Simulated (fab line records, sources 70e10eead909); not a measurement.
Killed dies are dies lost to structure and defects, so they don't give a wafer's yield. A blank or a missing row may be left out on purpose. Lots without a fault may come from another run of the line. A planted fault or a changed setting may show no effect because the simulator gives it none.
fab line records | flow nand_harc
record lots=5 wafers=15 last_day=33
route steps=1302 shown A_STAIRCASE@789
lots that met no fault: from a run of the same line without faults
start_h: hours from the record's first day to the start of the lot's first wafer shown | wait_h: hours since the lot's step before | " the same as in the row above | L1.1+2: a row that stands for several wafers | - no value, or no start given | * or withheld: withheld | < > ~ a bound
route shown NAME@n: a module of which the file shows steps, and the number in the route of the first | usual: mean/standard deviation of fault-free wafers | same: alike in all rows | chamber/n: place in a boat | sites: the reading at each site | _std_site: their standard deviation | _edge_site: outer sites' mean less inner sites' | radius_mm: how far each site lies from the wafer's centre | mask NAME#n: copy n | behind: the tool/chamber that last shaped the wafer | hold: why the lot was held/for how many hours/how that ended | device: the transistor (n, p or np) that didn't switch | end of line: the same wafers' tests at the end of the route | a step without rows: its recipe alone | killed: dies lost to structure and defects at the first sort, not the wafer's yield | map: a wafer's dies, x killed, . not, _ none there
set.NAME: the setting as run; set.NAME@STEP: as run at that earlier step | model.NAME: the simulator's own value behind a step, which no gauge read
lots at some steps of the route; a table a step, a row a wafer
services: from which hour (start_h, from the record's first day; less than 0 if before it) a tool's chamber was out of use, for how many hours, and why
## steps
# step NHARC_A_STAIRCASE_ETCH_273
# recipe target_depth_a=1.02e+05 time_s=2468.6 ion_energy_ev=800 c4f8_flow_sccm=80 o2_flow_sccm=60 ar_flow_sccm=withheld rf_w=600 bias_w=3000 chemistry=C4F8/O2/Ar
# usual oes_product_au=0.939/0.0092 rf_vpp_V=1820/5.7
# same time_s=2468.6
# columns lot.wafer tool chamber start_h wait_h oes_product_au rf_hours_counter_h rf_vpp_V
L075.4 rie_diel-11 0 - - 0.932 38 1829
L075.1 " 1 " " 0.944 37 1824
L075.6 " 2 " " 0.939 - 1816
L080.3 rie_diel-08 1 - - 0.943 27 1822
L080.1 " 3 " " 0.958 21 1810
L080.5 " 1 " " 0.941 - 1821
L090.3 rie_diel-04 1 - - 0.946 47 1824
L090.2 " 2 " " 0.934 42 1813
L090.6 " 2 " " 0.949 - 1812
L089.4 rie_diel-08 3 - - 0.962 46 1812
L089.6 " 0 " " 0.928 - 1826
L089.5 " 1 " " 0.926 - 1821
L097.4 rie_diel-08 1 - - 0.936 12 1819
L097.2 " 3 " " 0.927 16 1810
L097.5 " 1 " " 0.926 - 1822
# step NHARC_A_STAIRCASE_STRIP_274
# recipe o2_flow_sccm=500 ar_flow_sccm=0 bias_w=0 chemistry=O2
# usual drypump_motor_current_A=5.9/0.52 oes_product_au=1.002/0.0077 rf_vpp_V=57.6/0.85 showerhead_plenum_p_Torr=3.43/0.076 throttle_valve_pct=17.037/0.0096
# columns lot.wafer tool chamber start_h wait_h drypump_motor_current_A oes_product_au rf_hours_counter_h rf_vpp_V showerhead_plenum_p_Torr throttle_valve_pct
L075.1 rie_diel-11 1 - - 5.8 1.007 38 56.6 3.46 17.043
L075.6 " 2 " " 6.4 1.010 - 55.5 3.38 17.038
L075.4 " 0 " " 5.5 0.988 - 58.3 3.54 17.022
L080.3 rie_diel-08 2 - - 5.9 0.996 24 57.0 3.48 17.037
L080.1 " 3 " " 6.2 1.017 22 55.7 3.33 17.030
L080.5 " 3 " " 6.2 1.013 - 56.2 3.33 17.049
L090.2 rie_diel-04 3 - - 5.6 0.992 40 56.9 3.33 17.052
L090.3 " 0 " " 6.5 1.001 45 58.0 3.52 17.043
L090.6 " 3 " " 5.6 1.008 - 57.9 3.33 17.025
L089.4 rie_diel-08 2 - - 5.9 1.010 50 59.6 3.47 17.048
L089.6 " 1 " " 4.8 0.989 - 57.5 3.45 17.028
L089.5 " 2 " " 5.9 1.001 - 57.7 3.47 17.028
L097.4 rie_diel-08 3 - - 6.2 1.001 17 55.9 3.30 17.035
L097.2 " 2 " " 5.9 1.014 15 56.3 3.45 17.043
L097.5 " 0 " " 5.3 1.015 - 57.9 3.49 17.034
# step NHARC_A_STAIRCASE_STRIP_275
# recipe time_s=900 temp_c=130 chemistry=SPM
# usual temp_c=130.01/0.13
# same time_s=900
# columns lot.wafer tool chamber start_h wait_h temp_c
L075.6 wet_bench-04 4 385.54 - 129.96
L075.1 " 0 " " 130.11
L075.4 " 1 " " 129.95
L080.3 wet_bench-03 3 450.72 - 130.07
L080.5 " 6 " " 129.92
L080.1 " 7 " " 129.99
L090.2 wet_bench-02 4 528.51 - 129.99
L090.6 " 6 " " 129.85
L090.3 " 0 " " 130.22
L089.5 wet_bench-03 6 528.67 - 129.90
L089.4 " 7 " " 130.01
L089.6 " 0 " " 130.13
L097.5 wet_bench-03 1 595.55 - 129.95
L097.4 " 2 " " 129.92
L097.2 " 5 " " 130.03
# step NHARC_A_STAIRCASE_PRECLEAN_276
# recipe time_s=* temp_c=50 bath_age_min=0 chemistry=SC1
# usual temp_c=50.00/0.11
# same time_s=*
# columns lot.wafer tool chamber start_h wait_h temp_c
L075.6 wet_bench-04 4 - - 50.03
L075.1 " 0 " " 49.92
L075.4 " 1 " " 49.88
L080.3 wet_bench-03 3 - - 50.12
L080.5 " 6 " " 49.80
L080.1 " 7 " " 49.68
L090.2 wet_bench-02 4 - - 49.89
L090.6 " 6 " " 50.03
L090.3 " 0 " " 49.87
L089.5 wet_bench-03 6 - - 49.97
L089.4 " 7 " " 50.03
L089.6 " 0 " " 49.89
L097.5 wet_bench-03 1 - - 49.91
L097.4 " 2 " " 50.08
L097.2 " 5 " " 49.86
# step NHARC_A_STAIRCASE_SRD_277
# columns lot.wafer tool chamber start_h wait_h
L075.6+1+4 wet_bench-04 4,0,1 - -
L080.3+5+1 wet_bench-03 3,6,7 - -
L090.2+6+3 wet_bench-02 4,6,0 - -
L089.5+4+6 wet_bench-03 6,7,0 - -
L097.5+4+2 wet_bench-03 1,2,5 - -
# step NHARC_A_STAIRCASE_HM_DEP_459
# recipe target_thk_a=15000 temp_c=400 material=aC
# usual throttle_valve_pct=35.001/0.0095
# columns lot.wafer tool chamber start_h wait_h throttle_valve_pct
L075.1 acl_dep-02 0 386.07 0.1 34.996
L075.4 " 0 " " 34.990
L075.6 " 0 " " 35.016
L080.1 acl_dep-03 0 451.89 0.7 34.988
L080.3 " 0 " " 35.000
L080.5 " 0 " " 34.994
L090.2 acl_dep-03 0 529.34 0.4 35.012
L090.3 " 0 " " 34.994
L090.6 " 0 " " 34.988
L089.4 acl_dep-01 0 531.81 2.7 34.994
L089.5 " 0 " " 34.988
L089.6 " 0 " " 35.004
L097.2 acl_dep-01 0 596.38 0.4 34.986
L097.4 " 0 " " 35.006
L097.5 " 0 " " 35.000
# step NHARC_A_STAIRCASE_DEP_280
# recipe target_thk_a=300 target_thk_nm=30 temp_c=400 pressure_torr=3.5 flow_sccm=200 rf_w=350 material=SiON
# usual heater_power_w=767/80 showerhead_vpp_V=1137/42
# columns lot.wafer tool chamber start_h wait_h heater_power_w showerhead_vpp_V
L075.1 pecvd-04 1 387.95 1.6 676 1170
L075.6 " 0 " " 824 1163
L075.4 " 2 " " 827 1133
L080.3 pecvd-02 1 453.75 0.9 763 1165
L080.1 " 2 " " 701 1064
L080.5 " 2 " " 687 1078
L090.2 pecvd-01 0 530.89 1.2 743 1107
L090.3 " 2 " " 801 1183
L090.6 " 2 " " 804 1181
L089.5 pecvd-02 0 532.86 0.4 673 1119
L089.4 " 1 " " 864 1185
L089.6 " 2 " " 711 1064
L097.2 pecvd-04 1 597.94 1.2 651 1181
L097.4 " 1 " " 666 1165
L097.5 " 0 " " 845 1142
# step NHARC_A_STAIRCASE_DEHYDRATE_281
# recipe temp_c=150 time_s=120
# same time_s=120
# columns lot.wafer tool chamber start_h wait_h
L075.1+4+6 litho_track-07 0 388.20 0.2
L080.1+3+5 litho_track-07 0 454.02 0.2
L090.2+3+6 litho_track-03 0 531.17 0.2
L089.4+5+6 litho_track-02 0 533.04 0.1
L097.2+4+5 litho_track-03 0 598.21 0.2
# step NHARC_A_STAIRCASE_HMDS_282
# recipe time_s=30
# same time_s=30
# columns lot.wafer tool chamber start_h wait_h
L075.1+4+6 litho_track-07 0 - -
L080.1+3+5 litho_track-07 0 - -
L090.2+3+6 litho_track-03 0 - -
L089.4+5+6 litho_track-02 0 - -
L097.2+4+5 litho_track-03 0 - -
# step NHARC_A_STAIRCASE_COAT_283
# recipe spin_rpm=1200
# columns lot.wafer tool chamber start_h wait_h
L075.1+4+6 litho_track-07 0 - -
L080.1+3+5 litho_track-07 0 - -
L090.2+3+6 litho_track-03 0 - -
L089.4+5+6 litho_track-02 0 - -
L097.2+4+5 litho_track-03 0 - -
# step NHARC_A_STAIRCASE_SOFTBAKE_284
# recipe temp_c=135 time_s=170
# same time_s=170
# columns lot.wafer tool chamber start_h wait_h
L075.1+4+6 litho_track-07 0 - -
L080.1+3+5 litho_track-07 0 - -
L090.2+3+6 litho_track-03 0 - -
L089.4+5+6 litho_track-02 0 - -
L097.2+4+5 litho_track-03 0 - -
# step NHARC_A_STAIRCASE_EBR_285
# columns lot.wafer tool chamber start_h wait_h
L075.1+4+6 litho_track-07 0 - -
L080.1+3+5 litho_track-07 0 - -
L090.2+3+6 litho_track-03 0 - -
L089.4+5+6 litho_track-02 0 - -
L097.2+4+5 litho_track-03 0 - -
# step NHARC_A_STAIRCASE_EXPOSE_286
# recipe na=0.5 dose_mj=25.01 mask_id=CHOP_100
# same na=0.5
# columns lot.wafer tool chamber start_h wait_h mask
L075.1+4+6 krf_scanner-01 0 388.53 - CHOP_100#0
L080.1+3+5 krf_scanner-03 0 454.36 - CHOP_100#0
L090.2+3+6 krf_scanner-03 0 531.50 - CHOP_100#0
L089.4+5+6 krf_scanner-03 0 533.27 - CHOP_100#0
L097.2+4+5 krf_scanner-01 0 598.42 - CHOP_100#0
# step NHARC_A_STAIRCASE_PEB_287
# recipe peb_temp_c=115 peb_time_s=130
# columns lot.wafer tool chamber start_h wait_h
L075.1+4+6 litho_track-03 0 388.60 0.1
L080.1+3+5 litho_track-02 0 454.42 0.1
L090.2+3+6 litho_track-02 0 531.57 0.1
L089.4+5+6 litho_track-02 0 533.32 0.0
L097.2+4+5 litho_track-02 0 598.48 0.1
# step NHARC_A_STAIRCASE_DEVELOP_288
# recipe time_s=140
# same time_s=140
# columns lot.wafer tool chamber start_h wait_h
L075.1+4+6 litho_track-03 0 - -
L080.1+3+5 litho_track-02 0 - -
L090.2+3+6 litho_track-02 0 - -
L089.4+5+6 litho_track-02 0 - -
L097.2+4+5 litho_track-02 0 - -
# step NHARC_A_STAIRCASE_HARDBAKE_290
# recipe temp_c=120 time_s=140
# same time_s=140
# columns lot.wafer tool chamber start_h wait_h
L075.1+4+6 litho_track-03 0 388.81 -
L080.1+3+5 litho_track-07 0 454.64 -
L090.2+3+6 litho_track-07 0 531.79 -
L089.4+5+6 litho_track-02 0 533.55 -
L097.2+4+5 litho_track-07 0 598.70 -
# step NHARC_A_STAIRCASE_DESCUM_291
# recipe time_s=3 o2_flow_sccm=200 ar_flow_sccm=0 bias_power_w=0 chemistry=O2
# usual drypump_motor_current_A=5.8/0.49 oes_product_au=0.999/0.0079 rf_vpp_V=57.6/0.91 showerhead_plenum_p_Torr=1.86/0.04 throttle_valve_pct=11.311/0.0092
# same time_s=3
# columns lot.wafer tool chamber start_h wait_h drypump_motor_current_A oes_product_au rf_hours_counter_h rf_vpp_V showerhead_plenum_p_Torr throttle_valve_pct
L075.1 rie_diel-11 1 388.92 - 5.8 1.007 38 58.0 1.88 11.302
L075.4 " 3 " " 5.9 0.998 40 56.9 1.86 11.314
L075.6 " 0 " " 5.5 0.991 - 57.7 1.92 11.313
L080.3 rie_diel-08 1 454.75 - 4.8 1.004 29 57.4 1.88 11.320
L080.1 " 2 " " 5.9 0.999 26 56.7 1.89 11.317
L080.5 " 3 " " 6.2 1.022 - 57.7 1.80 11.299
L090.3 rie_diel-08 1 533.68 - 4.8 0.992 59 57.6 1.87 11.309
L090.2 " 2 " " 5.9 1.001 54 58.1 1.88 11.312
L090.6 " 0 " " 5.3 0.998 - 57.7 1.90 11.310
L089.4 rie_diel-08 0 533.81 - 5.3 1.005 55 58.0 1.90 11.296
L089.6 " 1 " " 4.8 0.993 - 58.3 1.87 11.306
L089.5 " 2 " " 6.0 1.004 - 58.5 1.88 11.332
L097.4 rie_diel-08 1 598.80 - 4.8 0.998 14 58.9 1.86 11.313
L097.2 " 3 " " 6.1 0.996 17 57.8 1.78 11.301
L097.5 " 1 " " 4.8 0.999 - 58.0 1.86 11.304
# step NHARC_A_STAIRCASE_ETCH_292
# recipe cf4_flow_sccm=100 chf3_flow_sccm=30 ar_flow_sccm=0 rf_w=500 bias_w=200 chemistry=CF4/CHF3
# usual drypump_motor_current_A=5.9/0.47 oes_product_au=0.935/0.019 rf_vpp_V=369.2/1.4 showerhead_plenum_p_Torr=1.53/0.032 throttle_valve_pct=16.801/0.0086
# columns lot.wafer tool chamber start_h wait_h drypump_motor_current_A oes_product_au rf_hours_counter_h rf_vpp_V showerhead_plenum_p_Torr throttle_valve_pct
L075.1 rie_diel-11 0 388.99 0.1 5.5 0.918 39 370.4 1.58 16.817
L075.4 " 2 " " 6.4 0.936 39 369.6 1.51 16.798
L075.6 " 0 " " 5.5 0.928 - 371.7 1.58 16.814
L080.1 rie_diel-08 3 454.84 0.1 6.1 0.935 24 368.1 1.48 16.794
L080.3 " 0 " " 5.3 0.928 27 370.0 1.57 16.786
L080.5 " 1 " " 4.8 0.919 - 370.2 1.54 16.799
L090.2 rie_diel-08 3 533.87 0.2 6.1 0.946 50 367.3 1.48 16.805
L090.3 " 1 " " 4.8 0.914 59 368.8 1.54 16.801
L090.6 " 3 " " 6.1 0.933 - 368.7 1.48 16.810
L089.4 rie_diel-08 1 534.04 0.2 4.8 0.919 60 367.6 1.54 16.789
L089.5 " 2 " " 5.9 0.928 - 369.4 1.54 16.803
L089.6 " 3 " " 6.1 0.948 - 368.6 1.48 16.814
L097.2 rie_diel-08 3 598.97 0.1 6.1 0.913 17 366.0 1.47 16.781
L097.4 " 0 " " 5.3 0.924 14 370.6 1.56 16.802
L097.5 " 2 " " 5.9 0.921 - 369.1 1.54 16.800
# step NHARC_A_STAIRCASE_HM_OPEN_460
# recipe o2_flow_sccm=400 cos_flow_sccm=20 ar_flow_sccm=0 rf_w=500 bias_w=300 chemistry=O2/COS
# usual drypump_motor_current_A=5.9/0.46 oes_product_au=1.000/0.0093 rf_vpp_V=465.3/1.6 showerhead_plenum_p_Torr=3.04/0.064 throttle_valve_pct=28.330/0.0095
# columns lot.wafer tool chamber start_h wait_h drypump_motor_current_A oes_product_au rf_hours_counter_h rf_vpp_V showerhead_plenum_p_Torr throttle_valve_pct
L075.1 rie_diel-11 2 - - 6.4 1.009 40 464.2 2.99 28.325
L075.4 " 1 " " 5.9 1.006 38 464.9 3.06 28.339
L075.6 " 2 " " 6.4 1.009 - 465.5 2.99 28.333
L080.3 rie_diel-08 0 - - 5.3 0.986 27 467.1 3.11 28.324
L080.1 " 1 " " 4.8 0.991 29 464.8 3.07 28.334
L080.5 " 3 " " 6.2 1.012 - 464.2 2.94 28.340
L090.3 rie_diel-08 2 - - 6.0 0.996 55 466.4 3.07 28.333
L090.2 " 3 " " 6.2 1.011 50 463.7 2.93 28.330
L090.6 " 2 " " 6.0 0.992 - 466.2 3.07 28.325
L089.4 rie_diel-08 1 - - 4.8 0.983 60 464.3 3.05 28.332
L089.6 " 3 " " 6.2 1.004 - 462.1 2.93 28.342
L089.5 " 0 " " 5.3 1.003 - 467.1 3.10 28.334
L097.2 rie_diel-08 3 - - 6.1 0.984 17 462.5 2.92 28.336
L097.4 " 0 " " 5.3 1.011 15 465.8 3.09 28.327
L097.5 " 3 " " 6.1 0.991 - 463.8 2.92 28.339
# step NHARC_A_STAIRCASE_STRIP_461
# recipe o2_flow_sccm=400 cos_flow_sccm=20 ar_flow_sccm=0 bias_w=0 chemistry=O2/COS
# columns lot.wafer tool chamber start_h wait_h
L075.4+1+6 rie_diel-11 2,3,0 - -
L080.1+3+5 rie_diel-08 1,2,0 - -
L090.3+2+6 rie_diel-08 2,3,1 - -
L089.4+6+5 rie_diel-08 1,3,0 - -
L097.2+4+5 rie_diel-08 1,3,0 - -
# step NHARC_A_STAIRCASE_ETCH_452
# recipe target_depth_a=300 overetch_a=30 time_s=16.5 ion_energy_ev=100 cf4_flow_sccm=80 o2_flow_sccm=20 ar_flow_sccm=0 rf_w=300 bias_w=100 chemistry=CF4/O2
# usual drypump_motor_current_A=5.8/0.49 oes_product_au=0.999/0.0086 rf_vpp_V=197.1/1.1 showerhead_plenum_p_Torr=1.297/0.027 throttle_valve_pct=13.398/0.0092
# same time_s=16.5
# columns lot.wafer tool chamber start_h wait_h drypump_motor_current_A oes_product_au rf_hours_counter_h rf_vpp_V showerhead_plenum_p_Torr throttle_valve_pct
L075.1 rie_diel-11 1 - - 5.8 1.007 38 197.8 1.309 13.401
L075.4 " 0 " " 5.5 1.000 39 199.4 1.340 13.393
L075.6 " 1 " " 5.8 1.012 - 197.0 1.310 13.398
L080.1 rie_diel-08 0 - - 5.3 0.998 27 197.9 1.330 13.409
L080.3 " 2 " " 5.9 0.997 26 197.4 1.316 13.413
L080.5 " 0 " " 5.3 0.996 - 198.9 1.329 13.398
L090.2 rie_diel-08 2 - - 5.9 0.987 55 197.1 1.310 13.383
L090.3 " 1 " " 4.8 0.982 60 197.7 1.304 13.418
L090.6 " 2 " " 5.9 0.989 - 197.6 1.309 13.398
L089.4 rie_diel-08 0 - - 5.3 0.986 55 198.1 1.323 13.385
L089.6 " 2 " " 5.9 0.986 - 198.8 1.311 13.376
L089.5 " 3 " " 6.2 1.011 - 196.1 1.250 13.394
L097.4 rie_diel-08 1 - - 4.8 0.980 14 196.8 1.300 13.392
L097.2 " 3 " " 6.1 0.997 17 195.0 1.246 13.402
L097.5 " 0 " " 5.3 1.004 - 197.6 1.319 13.387
# step NHARC_A_STAIRCASE_ETCH_294
# recipe target_depth_a=49890 time_s=1211.6 ion_energy_ev=800 c4f8_flow_sccm=80 o2_flow_sccm=60 ar_flow_sccm=withheld rf_w=600 bias_w=3000 chemistry=C4F8/O2/Ar
# usual oes_product_au=0.932/0.011 rf_vpp_V=1820/5.3
# same time_s=1211.6
# columns lot.wafer tool chamber start_h wait_h oes_product_au rf_hours_counter_h rf_vpp_V
L075.1 rie_diel-11 2 - - 0.931 40 1817
L075.4 " 3 " " 0.916 40 1821
L075.6 " 1 " " 0.929 - 1822
L080.1 rie_diel-08 1 - - 0.933 29 1822
L080.3 " 2 " " 0.935 26 1824
L080.5 " 1 " " 0.930 - 1821
L090.2 rie_diel-08 2 - - 0.932 55 1821
L090.3 " 3 " " 0.946 50 1811
L090.6 " 1 " " 0.925 - 1819
L089.4 rie_diel-08 1 - - 0.919 61 1822
L089.5 " 3 " " 0.933 - 1811
L089.6 " 0 " " 0.922 - 1825
L097.4 rie_diel-08 1 - - 0.918 14 1822
L097.2 " 3 " " 0.919 17 1809
L097.5 " 1 " " 0.918 - 1821
# step NHARC_A_STAIRCASE_STRIP_295
# recipe o2_flow_sccm=500 ar_flow_sccm=0 bias_w=0 chemistry=O2
# usual drypump_motor_current_A=5.8/0.48 oes_product_au=0.998/0.009 rf_vpp_V=57.7/0.84 showerhead_plenum_p_Torr=3.44/0.07 throttle_valve_pct=17.036/0.0087
# columns lot.wafer tool chamber start_h wait_h drypump_motor_current_A oes_product_au rf_hours_counter_h rf_vpp_V showerhead_plenum_p_Torr throttle_valve_pct
L075.1 rie_diel-11 2 - - 6.4 1.001 40 57.4 3.38 17.042
L075.4 " 3 " " 5.9 1.011 41 59.4 3.44 17.032
L075.6 " 3 " " 5.9 0.998 - 58.6 3.44 17.026
L080.1 rie_diel-08 1 - - 4.8 1.003 30 57.8 3.47 17.029
L080.3 " 2 " " 6.0 0.995 27 58.6 3.48 17.040
L080.5 " 1 " " 4.8 0.997 - 56.5 3.47 17.037
L090.2 rie_diel-08 2 - - 5.9 1.002 56 58.3 3.46 17.032
L090.3 " 3 " " 6.2 1.012 51 59.0 3.31 17.029
L090.6 " 2 " " 5.9 0.996 - 56.5 3.46 17.046
L089.4 rie_diel-08 2 - - 5.9 0.988 56 57.4 3.46 17.029
L089.5 " 3 " " 6.2 1.010 - 58.1 3.31 17.033
L089.6 " 0 " " 5.3 0.998 - 58.4 3.50 17.050
L097.2 rie_diel-08 3 - - 6.1 1.001 18 58.1 3.30 17.042
L097.4 " 0 " " 5.3 1.005 15 57.1 3.49 17.033
L097.5 " 2 " " 5.9 1.004 - 57.1 3.45 17.047
# step NHARC_A_STAIRCASE_STRIP_296
# recipe time_s=900 temp_c=130 chemistry=SPM
# usual temp_c=129.99/0.15
# same time_s=900
# columns lot.wafer tool chamber start_h wait_h temp_c
L075.1 wet_bench-02 2 390.64 - 130.15
L075.6 " 3 " " 129.84
L075.4 " 4 " " 129.97
L080.3 wet_bench-02 7 456.47 - 130.19
L080.5 " 0 " " 130.00
L080.1 " 1 " " 129.80
L090.3 wet_bench-03 4 536.13 - 130.06
L090.2 " 6 " " 130.06
L090.6 " 7 " " 129.71
L089.5 wet_bench-04 1 536.38 - 130.05
L089.4 " 2 " " 129.87
L089.6 " 4 " " 130.01
L097.5 wet_bench-04 3 600.60 - 130.21
L097.2 " 6 " " 129.99
L097.4 " 7 " " 130.19
# step NHARC_A_STAIRCASE_PRECLEAN_297
# recipe time_s=* temp_c=50 bath_age_min=0 chemistry=SC1
# usual temp_c=50.01/0.11
# same time_s=*
# columns lot.wafer tool chamber start_h wait_h temp_c
L075.1 wet_bench-02 2 - - 49.82
L075.6 " 3 " " 50.03
L075.4 " 4 " " 49.90
L080.3 wet_bench-02 7 - - 50.10
L080.5 " 0 " " 49.99
L080.1 " 1 " " 49.96
L090.3 wet_bench-03 4 - - 49.96
L090.2 " 6 " " 50.07
L090.6 " 7 " " 50.20
L089.5 wet_bench-04 1 - - 50.10
L089.4 " 2 " " 50.03
L089.6 " 4 " " 49.93
L097.5 wet_bench-04 3 - - 49.88
L097.2 " 6 " " 49.76
L097.4 " 7 " " 50.01
# step NHARC_A_STAIRCASE_SRD_298
# columns lot.wafer tool chamber start_h wait_h
L075.1+6+4 wet_bench-02 2,3,4 - -
L080.3+5+1 wet_bench-02 7,0,1 - -
L090.3+2+6 wet_bench-03 4,6,7 - -
L089.5+4+6 wet_bench-04 1,2,4 - -
L097.5+2+4 wet_bench-04 3,6,7 - -
# step NHARC_A_STAIRCASE_HM_DEP_462
# recipe target_thk_a=8000 temp_c=400 material=aC
# usual throttle_valve_pct=35.000/0.0084
# columns lot.wafer tool chamber start_h wait_h throttle_valve_pct
L075.1 acl_dep-01 0 394.92 3.8 34.998
L075.4 " 0 " " 34.989
L075.6 " 0 " " 34.989
L080.1 acl_dep-02 0 457.53 0.6 35.004
L080.3 " 0 " " 34.989
L080.5 " 0 " " 34.999
L090.2 acl_dep-03 0 536.94 0.4 34.991
L090.3 " 0 " " 35.002
L090.6 " 0 " " 35.001
L089.4 acl_dep-01 0 537.83 1.0 35.005
L089.5 " 0 " " 35.007
L089.6 " 0 " " 35.009
L097.2 acl_dep-01 0 604.87 3.8 34.999
L097.4 " 0 " " 35.008
L097.5 " 0 " " 34.998
# step NHARC_A_STAIRCASE_DEP_301
# recipe target_thk_a=300 target_thk_nm=30 temp_c=400 pressure_torr=3.5 flow_sccm=200 rf_w=350 material=SiON
# usual heater_power_w=765/79 showerhead_vpp_V=1141/45
# columns lot.wafer tool chamber start_h wait_h heater_power_w showerhead_vpp_V
L075.1 pecvd-01 1 396.76 1.5 726 1198
L075.6 " 1 " " 713 1183
L075.4 " 0 " " 718 1066
L080.3 pecvd-02 1 459.40 1.0 762 1166
L080.1 " 2 " " 752 1057
L080.5 " 0 " " 731 1130
L090.3 pecvd-02 2 538.51 0.9 747 1082
L090.2 " 0 " " 727 1132
L090.6 " 0 " " 719 1130
L089.4 pecvd-04 0 538.89 0.8 914 1143
L089.6 " 0 " " 921 1143
L089.5 " 2 " " 975 1118
L097.2 pecvd-01 2 606.49 1.3 737 1173
L097.5 " 2 " " 711 1192
L097.4 " 0 " " 735 1085
# step NHARC_A_STAIRCASE_DEHYDRATE_302
# recipe temp_c=150 time_s=120
# same time_s=120
# columns lot.wafer tool chamber start_h wait_h
L075.1+4+6 litho_track-07 0 397.03 0.2
L080.1+3+5 litho_track-03 0 459.64 0.2
L090.2+3+6 litho_track-02 0 538.78 0.2
L089.4+5+6 litho_track-02 0 539.16 0.2
L097.2+4+5 litho_track-02 0 606.77 0.2
# step NHARC_A_STAIRCASE_HMDS_303
# recipe time_s=30
# same time_s=30
# columns lot.wafer tool chamber start_h wait_h
L075.1+4+6 litho_track-07 0 - -
L080.1+3+5 litho_track-03 0 - -
L090.2+3+6 litho_track-02 0 - -
L089.4+5+6 litho_track-02 0 - -
L097.2+4+5 litho_track-02 0 - -
# step NHARC_A_STAIRCASE_COAT_304
# recipe spin_rpm=1200
# columns lot.wafer tool chamber start_h wait_h
L075.1+4+6 litho_track-07 0 - -
L080.1+3+5 litho_track-03 0 - -
L090.2+3+6 litho_track-02 0 - -
L089.4+5+6 litho_track-02 0 - -
L097.2+4+5 litho_track-02 0 - -
# step NHARC_A_STAIRCASE_SOFTBAKE_305
# recipe temp_c=135 time_s=170
# same time_s=170
# columns lot.wafer tool chamber start_h wait_h
L075.1+4+6 litho_track-07 0 - -
L080.1+3+5 litho_track-03 0 - -
L090.2+3+6 litho_track-02 0 - -
L089.4+5+6 litho_track-02 0 - -
L097.2+4+5 litho_track-02 0 - -
# step NHARC_A_STAIRCASE_EBR_306
# columns lot.wafer tool chamber start_h wait_h
L075.1+4+6 litho_track-07 0 - -
L080.1+3+5 litho_track-03 0 - -
L090.2+3+6 litho_track-02 0 - -
L089.4+5+6 litho_track-02 0 - -
L097.2+4+5 litho_track-02 0 - -
# step NHARC_A_STAIRCASE_EXPOSE_307
# recipe na=0.5 dose_mj=45.72 mask_id=CHOP_50
# same na=0.5
# columns lot.wafer tool chamber start_h wait_h mask
L075.1+4+6 krf_scanner-01 0 397.24 - CHOP_50#0
L080.1+3+5 krf_scanner-01 0 459.98 - CHOP_50#0
L090.2+3+6 krf_scanner-02 0 539.11 - CHOP_50#0
L089.4+5+6 krf_scanner-03 0 539.51 - CHOP_50#0
L097.2+4+5 krf_scanner-01 0 606.98 - CHOP_50#0
# step NHARC_A_STAIRCASE_PEB_308
# recipe peb_temp_c=115 peb_time_s=130
# columns lot.wafer tool chamber start_h wait_h
L075.1+4+6 litho_track-03 0 397.30 0.1
L080.1+3+5 litho_track-03 0 460.04 0.1
L090.2+3+6 litho_track-03 0 539.18 0.1
L089.4+5+6 litho_track-07 0 539.56 0.0
L097.2+4+5 litho_track-02 0 607.04 0.1
# step NHARC_A_STAIRCASE_DEVELOP_309
# recipe time_s=140
# same time_s=140
# columns lot.wafer tool chamber start_h wait_h
L075.1+4+6 litho_track-03 0 - -
L080.1+3+5 litho_track-03 0 - -
L090.2+3+6 litho_track-03 0 - -
L089.4+5+6 litho_track-07 0 - -
L097.2+4+5 litho_track-02 0 - -
# step NHARC_A_STAIRCASE_HARDBAKE_311
# recipe temp_c=120 time_s=140
# same time_s=140
# columns lot.wafer tool chamber start_h wait_h
L075.1+4+6 litho_track-02 0 397.52 -
L080.1+3+5 litho_track-02 0 460.26 -
L090.2+3+6 litho_track-03 0 539.40 -
L089.4+5+6 litho_track-03 0 539.80 -
L097.2+4+5 litho_track-02 0 607.27 -
# step NHARC_A_STAIRCASE_DESCUM_312
# recipe time_s=3 o2_flow_sccm=200 ar_flow_sccm=0 bias_power_w=0 chemistry=O2
# usual drypump_motor_current_A=5.9/0.48 oes_product_au=0.999/0.0085 rf_vpp_V=57.6/0.88 showerhead_plenum_p_Torr=1.85/0.042 throttle_valve_pct=11.311/0.0089
# same time_s=3
# columns lot.wafer tool chamber start_h wait_h drypump_motor_current_A oes_product_au rf_hours_counter_h rf_vpp_V showerhead_plenum_p_Torr throttle_valve_pct
L075.1 rie_diel-11 0 397.63 - 5.5 0.999 42 57.8 1.92 11.324
L075.4 " 2 " " 6.3 1.005 - 57.6 1.83 11.306
L075.6 " 0 " " 5.5 0.994 - 58.0 1.92 11.313
L080.3 rie_diel-11 2 460.35 - 6.4 1.000 11 57.8 1.82 11.318
L080.1 " 1 " " 5.8 1.004 9 57.4 1.87 11.314
L080.5 " 3 " " 5.9 1.006 - 57.3 1.86 11.315
L090.3 rie_diel-08 1 539.49 - 4.8 0.987 62 57.5 1.87 11.305
L090.2 " 2 " " 5.9 0.994 57 58.8 1.88 11.321
L090.6 " 2 " " 5.9 1.002 - 58.7 1.88 11.313
L089.4 rie_diel-11 1 539.96 - 5.8 0.992 33 57.5 1.86 11.315
L089.5 " 2 " " 6.4 1.002 - 56.2 1.81 11.306
L089.6 " 3 " " 5.9 1.002 - 57.5 1.85 11.298
L097.4 rie_diel-04 0 607.37 - 6.5 0.988 18 57.3 1.90 11.302
L097.2 " 1 " " 5.8 1.001 19 57.3 1.88 11.313
L097.5 " 3 " " 5.6 0.988 - 57.9 1.79 11.298
## services
# columns tool chamber start_h hours kind
pecvd-02 - 360.07 1.2 repair
rie_diel-08 - 368.68 9.0 pm
acl_dep-01 - 369.82 13.0 pm
rie_diel-11 3 384.84 1.2 repair
wet_bench-03 - 386.40 8.0 pm
krf_scanner-03 - 396.00 4.0 pm
litho_track-02 - 402.00 7.0 pm
wet_bench-04 - 403.20 8.0 pm
krf_scanner-01 - 412.59 0.4 repair
wet_bench-02 - 420.00 8.0 pm
rie_diel-11 1 420.84 8.0 repair
litho_track-07 - 426.00 7.0 pm
rie_diel-11 - 432.52 9.0 pm
litho_track-03 - 450.00 7.0 pm
acl_dep-01 - 466.24 4.6 repair
krf_scanner-01 - 489.65 4.0 pm
rie_diel-11 1 496.97 9.3 repair
rie_diel-08 - 545.68 9.0 pm
acl_dep-01 - 551.42 13.0 pm
wet_bench-03 - 562.40 8.0 pm
litho_track-02 - 577.00 7.0 pm
wet_bench-04 - 579.20 8.0 pm
wet_bench-02 - 596.00 8.0 pm
litho_track-07 - 601.00 7.0 pm
## key
fault none
